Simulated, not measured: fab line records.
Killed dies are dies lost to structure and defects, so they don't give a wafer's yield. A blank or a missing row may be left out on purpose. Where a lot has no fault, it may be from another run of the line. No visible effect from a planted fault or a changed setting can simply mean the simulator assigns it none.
Matching of chambers | flow n5Finfet | N5_MOL_CONTACT_COAG_ALD_131 on aldSin-03 has 4 sister chambers
The step deposits SiO2, target thk 5 nm, pulse time 1 s, co reactant pulse time 1 s. 18 wafers are shown with their chamber, then 9 later ones without.

EACH WAFER AND ITS CHAMBER
wafer  | chamber | heaterPowerW (W) | precursorPulseHeightRel | susceptorTempC (C)
L075.1 | 2       | 79               | 1.038                   | 99.85
L075.4 | 3       | 93               | 1.018                   | 99.96
L075.5 | 2       | 79               | 0.983                   | 100.11
L078.1 | 0       | 76               | 0.984                   | 100.01
L078.3 | 2       | 76               | 0.975                   | 99.86
L078.5 | 2       | 80               | 1.001                   | 100.14
L080.1 | 2       | 82               | 1.038                   | 100.25
L080.4 | 1       | 78               | 0.975                   | 99.73
L080.6 | 3       | 95               | 1.010                   | 100.12
L081.4 | 2       | 80               | 1.017                   | 99.98
L081.5 | 3       | 93               | 0.998                   | 100.19
L081.6 | 2       | 79               | 0.961                   | 99.88
L084.1 | 1       | 81               | 0.945                   | 100.15
L084.2 | 2       | 78               | 1.000                   | 100.10
L084.3 | 3       | 96               | 0.992                   | 99.94
L086.2 | 3       | 97               | 0.976                   | 100.24
L086.3 | 0       | 78               | 1.018                   | 99.90
L086.5 | 3       | 98               | 1.036                   | 100.21

SIGNATURES (averages over the wafers above)
reading                 | chamber 0 | chamber 1 | chamber 2 | chamber 3 | scatter within a chamber
heaterPowerW            | 77.00     | 79.50     | 79.12     | 95.33     | 1.87
precursorPulseHeightRel | 1.00100   | 0.96000   | 1.00162   | 1.00500   | 0.0251
susceptorTempC          | 99.9550   | 99.9400   | 100.0212  | 100.1100  | 0.155
Rule: for a wafer and a chamber, the distance is found by dividing, reading by reading, the gap between the wafer's reading and the chamber's mean by the reading's scatter, squaring, summing and taking the root. The wafer belongs to the nearest chamber; if the next one is less than 2 further off, it can't be placed. The scatter is the square root of a quotient: the sum, over the shown wafers, of each reading's squared deviation from its chamber's mean, divided by wafers minus chambers.

WAFERS WITH NO CHAMBER GIVEN
wafer  | heaterPowerW (W) | precursorPulseHeightRel | susceptorTempC (C)
L089.3 | 80               | 0.980                   | 100.22
L089.5 | 81               | 0.991                   | 100.07
L089.6 | 81               | 1.011                   | 100.22
L092.1 | 80               | 0.970                   | 99.95
L092.4 | 92               | 1.005                   | 100.05
L092.6 | 82               | 1.003                   | 99.96
L093.3 | 81               | 0.957                   | 99.89
L093.4 | 93               | 1.027                   | 99.96
L093.6 | 95               | 1.007                   | 99.90

CHAMBER TAKEN BY EACH
wafer  | from the rows above          | in truth
L089.3 | can't be placed: 2 or 1 or 0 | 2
L089.5 | can't be placed: 2 or 1 or 0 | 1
L089.6 | can't be placed: 2 or 0 or 1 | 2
L092.1 | can't be placed: 1 or 2 or 0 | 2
L092.4 | 3                            | 3
L092.6 | can't be placed: 2 or 1 or 0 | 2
L093.3 | can't be placed: 1 or 2 or 0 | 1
L093.4 | 3                            | 3
L093.6 | 3                            | 3
Placed correctly: 3 of 9. Can't be placed from these rows: 6 (the true chamber is among the candidates in 6). Number placed wrongly: 0.
